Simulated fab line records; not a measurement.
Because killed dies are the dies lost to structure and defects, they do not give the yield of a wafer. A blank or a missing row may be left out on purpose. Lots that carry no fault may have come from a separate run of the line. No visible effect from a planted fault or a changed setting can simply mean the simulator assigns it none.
Chamber matching + flow nandHarc + NHARC_P_CONTACT_CMP_24 on cmp-02 has 4 sister chambers
The step polishes, t overpolish 30 s, target thk 200 nm. 8 wafers are shown with their chamber, then 7 later ones without.

== WAFERS WITH THEIR CHAMBER ==
| wafer  | chamber | motorCurrentA (A) | timeToEndpointS (s) |
|--------|---------|-------------------|---------------------|
| L084.1 | 0       | 14.7              | 43.3                |
| L084.2 | 2       | 12.3              | 44.6                |
| L084.4 | 3       | 10.9              | 38.9                |
| L084.3 | 1       | 12.3              | 41.7                |
| L084.5 | 0       | 14.0              | 42.0                |
| L084.6 | 3       | 10.6              | 36.7                |
| L091.3 | 2       | 12.4              | 41.4                |
| L091.5 | 1       | 12.7              | 38.8                |

== WAFERS WITH NO CHAMBER GIVEN ==
| wafer  | motorCurrentA (A) | timeToEndpointS (s) |
|--------|-------------------|---------------------|
| L091.6 | 11.8              | 39.5                |
| L093.2 | 11.6              | 41.3                |
| L093.4 | 10.7              | 40.2                |
| L093.5 | 13.8              | 41.9                |
| L093.1 | 12.5              | 40.0                |
| L093.3 | 13.0              | 41.6                |
| L093.6 | 10.0              | 41.0                |

== THE CHAMBER EACH PASSED THROUGH ==
| wafer  | from the rows above          | in truth |
|--------|------------------------------|----------|
| L091.6 | can't be placed: 1 or 2 or 3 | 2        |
| L093.2 | can't be placed: 2 or 1 or 3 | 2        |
| L093.4 | 3                            | 3        |
| L093.5 | 0                            | 0        |
| L093.1 | can't be placed: 1 or 2      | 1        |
| L093.3 | can't be placed: 1 or 2      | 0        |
| L093.6 | 3                            | 3        |
3 of 7 placed correctly. Unplaceable from these rows: 4, with the true chamber sitting among the candidates in 3. Wrongly placed: 0.
How it was worked out, from the rows above alone: a wafer's distance from a chamber is the root of the sum, over the readings, of the square of ((its reading less the chamber's mean) divided by the reading's scatter). The wafer belongs to the nearest chamber; if the next one is less than 2 further off, it can't be placed. For every chamber, the mean is computed from those of its wafers that are shown. The scatter: take each reading less its chamber's mean, square it, sum over the shown wafers, divide by the number of wafers less the number of chambers, and take the root.
